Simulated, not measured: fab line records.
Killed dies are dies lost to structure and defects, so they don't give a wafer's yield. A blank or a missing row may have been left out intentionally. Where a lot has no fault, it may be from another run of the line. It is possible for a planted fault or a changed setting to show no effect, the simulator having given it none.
Which tool was responsible? ; flow n5-finfet ; 23 lots with 69 wafers sampled at 2 steps, on a route of 1938 steps

WHAT THE GAUGES READ, wafer by wafer
N5_FIN_SAQP_THK_MEAS_05.
lot;measured;on;thk-nm (nm)
L074;day 1 20:56;film-metro-02;37.8 37.8 37.1
L075;day 2 03:38;film-metro-01;37.6 38.2 38.5
L076;day 2 10:15;film-metro-01;38.2 37.8 38.0
L077;day 2 15:53;film-metro-01;37.9 38.3 37.5
L078;day 2 21:40;film-metro-02;37.8 38.7 38.3
L079;day 3 03:43;film-metro-02;37.5 38.3 38.8
L080;day 3 09:40;film-metro-01;37.6 37.4 38.3
L081;day 3 15:49;film-metro-02;37.9 37.6 38.4
L082;day 3 22:29;film-metro-01;37.9 38.7 38.9
L083;day 4 05:51;film-metro-02;37.6 38.0 38.6
L084;day 4 10:13;film-metro-01;37.4 38.8 38.2
L085;day 4 16:34;film-metro-02;37.5 38.3 38.1
L087;day 5 05:32;film-metro-02;37.3 36.9 37.4
L088;day 5 10:06;film-metro-01;38.1 38.9 38.3
L089;day 5 15:01;film-metro-01;37.8 38.3 38.0
L090;day 5 21:29;film-metro-01;37.9 38.2 38.9
L091;day 6 03:18;film-metro-01;38.0 38.1 38.5
L092;day 6 10:10;film-metro-02;38.3 39.2 38.9
L093;day 6 14:53;film-metro-01;37.5 37.2 37.3
L094;day 6 21:26;film-metro-02;37.6 37.8 37.8
L095;day 7 03:10;film-metro-02;37.7 38.2 37.7
L096;day 7 08:41;film-metro-01;38.2 37.5 38.5
L097;day 7 14:58;film-metro-01;37.9 38.1 38.9

TOOL THAT RAN EACH LOT (tool first, then ch and the chambers of the sampled wafers, then the start)
lot;N5_FIN_SAQP_ALD_61
L074;ald-sin-02 ch 0,1,3, day 1 20:19
L075;ald-sin-03 ch 1,3, day 2 03:07
L076;ald-sin-03 ch 0,3, day 2 09:37
L077;ald-sin-03 ch 0,3, day 2 15:14
L078;ald-sin-01 ch 0,1,3, day 2 21:09
L079;ald-sin-03 ch 1,3, day 3 03:10
L080;ald-sin-02 ch 0,2,3, day 3 09:09
L081;ald-sin-01 ch 0,3, day 3 15:07
L082;ald-sin-02 ch 0,1, day 3 21:59
L083;ald-sin-02 ch 0,2,3, day 4 05:16
L084;ald-sin-03 ch 0,3, day 4 09:42
L085;ald-sin-03 ch 0,2,3, day 4 16:04
L087;ald-sin-02 ch 0,1,3, day 5 05:02
L088;ald-sin-02 ch 0,1,2, day 5 09:36
L089;ald-sin-03 ch 0,2, day 5 14:31
L090;ald-sin-02 ch 0,2,3, day 5 20:58
L091;ald-sin-01 ch 0,1,2, day 6 02:34
L092;ald-sin-03 ch 1,2, day 6 09:33
L093;ald-sin-03 ch 1,2,3, day 6 14:23
L094;ald-sin-02 ch 2,3, day 6 20:51
L095;ald-sin-03 ch 0,1,3, day 7 02:40
L096;ald-sin-01 ch 0,2,3, day 7 08:00
L097;ald-sin-02 ch 2,3, day 7 14:16
- N5_FIN_SAQP_ALD_61: deposits SiO2, target thk 4 nm, pulse time 1 s, purge time 2 s.

AS READ BY THE TOOLS THEMSELVES (means over the sampled wafers that have a number; for cases with no such wafer, the mark the record gives instead)
N5_FIN_SAQP_ALD_61.
lot;tool;heater-power-w (W);precursor-pulse-height-rel;susceptor-temp-C (C)
L074;ald-sin-02;463;0.989;299.97
L075;ald-sin-03;504;1.016;300.06
L076;ald-sin-03;506;1.013;299.86
L077;ald-sin-03;514;0.984;299.97
L078;ald-sin-01;459;0.992;300.07
L079;ald-sin-03;514;0.992;300.04
L080;ald-sin-02;455;1.009;299.96
L081;ald-sin-01;435;0.997;300.26
L082;ald-sin-02;473;1.004;300.15
L083;ald-sin-02;449;0.970;299.95
L084;ald-sin-03;506;0.998;300.12
L085;ald-sin-03;498;0.990;300.06
L087;ald-sin-02;463;1.007;299.89
L088;ald-sin-02;448;0.998;299.99
L089;ald-sin-03;503;0.997;300.02
L090;ald-sin-02;445;0.999;299.69
L091;ald-sin-01;492;0.994;300.06
L092;ald-sin-03;504;1.018;300.16
L093;ald-sin-03;493;0.981;300.15
L094;ald-sin-02;422;0.988;300.12
L095;ald-sin-03;513;1.013;300.03
L096;ald-sin-01;493;1.004;299.91
L097;ald-sin-02;425;0.989;300.08

THE ANSWER, worked out from the rows above alone
Rule: usual is defined by the lots themselves. Put in order of their means at a reading, lots are off if they are a third of the lots or fewer, leave a main group of 4 or more, and stand apart from it by a gap of 3 or more times the standard deviation of the main group's means; of several such gaps the widest counts. A main group whose means are all the same, to the digits that the tables above print for the reading, isn't used. Also off: a lot with no number at a reading for which 4 or more lots have one. Where the step has rows for the other lots, those lots are counted as sound. The gauges are gone through in route order, then the tools' own readings, and for those a lot's mean is taken as printed above. At the first step where some lot is off, the reading lying furthest off is the one used; lots without a number count as furthest.
None of the lots is off at any reading shown; this tells nothing.

WHAT THE SIMULATOR PUT IN
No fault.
